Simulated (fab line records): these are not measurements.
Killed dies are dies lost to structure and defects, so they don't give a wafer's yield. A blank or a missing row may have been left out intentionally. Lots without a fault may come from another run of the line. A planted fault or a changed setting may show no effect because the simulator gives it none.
A lot that was struck, set against a sound lot	flow nandHarc	14 out of 1302 route steps
Sound: the wafers L255.1, L255.2, L255.5. Wafers L261.1, L261.2, L261.3 were the ones struck. Last of all comes the cause.
For every step that has rows: the tool of each side, followed by ch and its chambers, followed by its first start. Under that, the readings that differ: sound wafers	struck wafers	difference of the means	sigmas: that difference in standard deviations of wafers without a fault.
alike: readings whose means differ by less than 2 such deviations, and words and numbers that are the same on both sides. not compared: withheld readings, readings that some wafer has no value for, bounds like >300 that may hide the same value, and numbers for which the record gives no deviation and whose values overlap.
The two part at a step that has a row with sigmas, a row that says differs or no value, or rows on one side only. Numbers that have no deviation but don't overlap get no sigmas and don't part them. A reading missing from all wafers of one side parts the sides only when that side holds two or more wafers.

first, 1 step without rows for these wafers: NHARC_A_CONTACT_DEVELOP_41 (develop time 35 s).
NHARC_A_CONTACT_CD_MEAS_42: the cd target is 300 nm.
  sound on cdSem-03 ch 0, day 23 01:10; struck on cdSem-03 ch 0, day 26 06:09
  alike: cdNm
NHARC_A_CONTACT_OVL_MEAS_43:
  struck on overlay-02, day 26 06:14; sound on overlay-01, day 23 01:15
reading	sound	struck	difference	sigmas
overlayXNm (nm)	-1.7 -2.0 -1.4	1.1 0.8 0.8	+2.6	+3
  alike: overlayYNm
NHARC_A_CONTACT_INSPECT_44:
  struck on defectInspect-02, day 26 06:17; sound on defectInspect-02, day 23 01:17
  alike: rawDefectCount
then, 2 steps without rows for these wafers: NHARC_A_CONTACT_DESCUM_47 (chemistry O2, time 3 s); NHARC_A_CONTACT_ETCH_48 (etches the open film in CF4, target depth 39 nm, time 65 s).
NHARC_A_CONTACT_ETCH_49: etches the open film in N2/H2, target depth 260 nm, time 475.3 s.
  sound on rieDiel-05 ch 0,2,3; struck on rieDiel-06 ch 0,1,2
  alike: biasW, chamberPressureMTorr, drypumpMotorCurrentA, h2FlowSccm, oesProductAu, rfVppV, showerheadPlenumPTorr, throttleValvePct
  not compared: rfHoursCounterH
NHARC_A_CONTACT_ETCH_50: etches the open film in CF4/CHF3, target depth 121 nm, time 60.5 s.
  sound on rieDiel-05 ch 0,1,2; struck on rieDiel-06 ch 0,1,2
  alike: biasW, cf4FlowSccm, drypumpMotorCurrentA, oesProductAu, rfVppV, showerheadPlenumPTorr, throttleValvePct
  not compared: rfHoursCounterH
NHARC_A_CONTACT_ETCH_51: etches the open film in O2/COS, target depth 7000 nm, time 1820 s.
  sound on rieDiel-05 ch 0,1; struck on rieDiel-06 ch 0,1,2
  alike: biasW, chamberPressureMTorr, drypumpMotorCurrentA, oesProductAu, rfVppV, showerheadPlenumPTorr, throttleValvePct
  not compared: rfHoursCounterH
then, 1 step without rows for these wafers: NHARC_A_CONTACT_ETCH_111 (etches the open film in C4F8/O2/Ar, time 140 s, target depth 700 nm).
NHARC_A_CONTACT_ETCH_112: etches the open film in C4F8/O2/Ar, time 190 s, target depth 1850 nm.
  sound on harCapEtch-02 ch 0,1, day 23 03:22; struck on harCapEtch-01 ch 0,1, day 26 08:26
  alike: chamberPressureMTorr, oesAirLineAu
  not compared: rfHoursCounterH
then, 1 step without rows for these wafers: NHARC_A_CONTACT_ETCH_113 (etches the open film in C4F8/O2/Ar, time 190 s, target depth 1850 nm).
NHARC_A_CONTACT_ETCH_114: etches the open film in C4F8/O2/Ar, time 190 s, target depth 1850 nm.
  sound on harCapEtch-02 ch 0,1, day 23 03:42; struck on harCapEtch-01 ch 0,1, day 26 08:46
  no value came back on the struck wafers for chamberPressureMTorr (mTorr), oesAirLineAu (a.u.); on the sound wafers chamberPressureMTorr (mTorr) reads 19.984 20.001 20.023
  not compared: rfHoursCounterH
NHARC_A_CONTACT_ETCH_115: etches the open film in C4F8/O2/Ar, time 190 s, target depth 1850 nm.
  sound on harCapEtch-02 ch 0,1, day 23 03:53; struck on harCapEtch-01 ch 0,1, day 26 08:57
  alike: chamberPressureMTorr, oesAirLineAu
  not compared: rfHoursCounterH

WHERE THEY PART
At NHARC_A_CONTACT_OVL_MEAS_43 first; at NHARC_A_CONTACT_ETCH_114 last (within this record only). Later steps at which nothing parts them and some readings are alike: NHARC_A_CONTACT_ETCH_115.

WHY: what the simulator had put in
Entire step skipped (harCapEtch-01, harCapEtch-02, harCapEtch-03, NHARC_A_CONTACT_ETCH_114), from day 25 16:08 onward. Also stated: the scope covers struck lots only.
